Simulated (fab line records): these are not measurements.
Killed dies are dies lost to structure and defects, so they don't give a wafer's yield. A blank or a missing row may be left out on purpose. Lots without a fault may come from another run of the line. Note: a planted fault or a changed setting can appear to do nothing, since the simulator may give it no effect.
A struck lot beside a sound one / flow n5-finfet / 19 steps out of a route of 1938
Sound: the wafers L296.2, L296.3, L296.5. Struck: wafers L287.2, L287.5 (left out: L287.1, a lot-mate that was not struck); the cause follows at the end.
Per side, at each step with rows, come the tool, then ch with its chambers, and then its first start. Under that, the readings that differ: sound wafers / struck wafers / difference of the means / sigmas: that difference in standard deviations of wafers without a fault.
alike: readings whose means differ by less than 2 such deviations, and words and numbers that are the same on both sides. not compared: withheld readings, readings that some wafer has no value for, bounds like >300 that may hide the same value, and numbers for which the record gives no deviation and whose values overlap.
Wherever a step has rows on one side only, a row that says differs or no value, or a row with sigmas, the two part there. Numbers that have no deviation but don't overlap get no sigmas and don't part them. A reading that every wafer of one side lacks parts them only if that side has two wafers or more.

N5_BEOL_M15_DESCUM_33: chemistry O2, time 7.9 s.
  sound on rie-diel-06 ch 0,1,3, day 16 13:31; struck on rie-diel-04 ch 0,1, day 13 04:38
  alike: drypump-motor-current-A, oes-product-au, rf-vpp-V, showerhead-plenum-p-Torr, throttle-valve-pct
  not compared: rf-hours-counter-h
N5_BEOL_M15_ETCH_61: etches BARC in N2/H2, target depth 89 nm, overetch 26.7 nm, time 67.9 s.
  sound on rie-diel-06 ch 0,1,3, day 16 13:32; struck on rie-diel-04 ch 0,1, day 13 04:40
  alike: drypump-motor-current-A, oes-product-au, rf-vpp-V, showerhead-plenum-p-Torr, throttle-valve-pct
  not compared: rf-hours-counter-h
then, 1 step without rows for these wafers: N5_BEOL_M15_TRENCH_ETCH_34 (etches SiO2 in C4F8/O2/Ar, target depth 872.93 nm, time 199 s).
N5_BEOL_M15_STRIP_36: strips in O2.
  sound on rie-diel-03 ch 0,1, day 16 16:10; struck on rie-diel-04 ch 0,3, day 13 08:03
  alike: drypump-motor-current-A, oes-product-au, rf-vpp-V, showerhead-plenum-p-Torr, throttle-valve-pct
  not compared: rf-hours-counter-h
then, 1 step without rows for these wafers: N5_BEOL_M15_STRIP_62 (strips in O2).
N5_BEOL_M15_STRIP_37: strips in O2.
  sound on rie-diel-03 ch 0,1; struck on rie-diel-04 ch 0,3
  alike: drypump-motor-current-A, oes-product-au, rf-vpp-V, showerhead-plenum-p-Torr, throttle-valve-pct
  not compared: rf-hours-counter-h
then, 4 steps without rows for these wafers: N5_BEOL_M15_ETCH_38 (etches SiCN in CF4/N2, target depth 106.4 nm, time 120.5 s); N5_BEOL_M15_PRECLEAN_39 (cleans in residue remover, time 60 s); N5_BEOL_M15_SRD_40 (time 30 s, dry time 30 s); N5_BEOL_M15_DEGAS_41 (time 60 s).
N5_BEOL_M15_PRE_CLEAN_42: time 30 s.
  sound on pvd-sputter-03, day 16 16:49; struck on pvd-sputter-02, day 13 08:51
  alike: heater-power-w
N5_BEOL_M15_SPUTTER_43: material TaN, target thk 15 nm, time 24.19 s.
  sound on pvd-sputter-03, day 16 16:52; struck on pvd-sputter-02, day 13 08:53
reading=model.TaN_of_BEOL_M15_SPUTTER_43.thk-nm (nm); sound=15.2 14.8 15; struck=17.4 17.4; difference=+2.4; sigmas=
  alike: bias-v, throttle-valve-pct
then, 4 steps without rows for these wafers: N5_BEOL_M15_SPUTTER_44 (material Ta, target thk 15 nm, time 24.19 s); N5_BEOL_M15_SPUTTER_45 (material Cu, target thk 100 nm, time 16.67 s); N5_BEOL_M15_ECD_47 (material Cu, target thk 1860 nm); N5_BEOL_M15_ANNEAL_48 (time 90 s).
N5_BEOL_M15_CMP_49: polishes, stops on SiO2, t overpolish 4.9 s, target thk 850 nm.
  sound on cmp-01 ch 0,2,3, day 16 18:01; struck on cmp-04 ch 0, day 13 09:53
reading=barrier-field-endpoint-s (s); sound=11.63 11.25 11.69; struck=12.35 12.47; difference=+0.89; sigmas=+4
  alike: motor-current-A
N5_BEOL_M15_THK_MEAS_50: measures by xrf.
  sound on film-metro-02, day 16 18:14; struck on film-metro-01, day 13 10:08
  alike: M15_THK
N5_PASSIVATION_PROBE_49:
  sound on prober-01, day 17 11:09; struck on prober-02, day 14 00:32
  alike: defect-limited-yield, killed_at_M0_to_M3, killed_at_M4_up, killed-at-contacts, killed-at-front-end, killed-at-other, killed-dies, killed-open, killed-short, sort_bin_5_function, sort_bin_6_memory, sort-n-pass, sort-yield-pct

## WHERE THEY PART
Only at N5_BEOL_M15_CMP_49, as far as this record shows. Later steps at which nothing parts them and some readings are alike: N5_BEOL_M15_THK_MEAS_50, N5_PASSIVATION_PROBE_49.

WHY: what the simulator had put in
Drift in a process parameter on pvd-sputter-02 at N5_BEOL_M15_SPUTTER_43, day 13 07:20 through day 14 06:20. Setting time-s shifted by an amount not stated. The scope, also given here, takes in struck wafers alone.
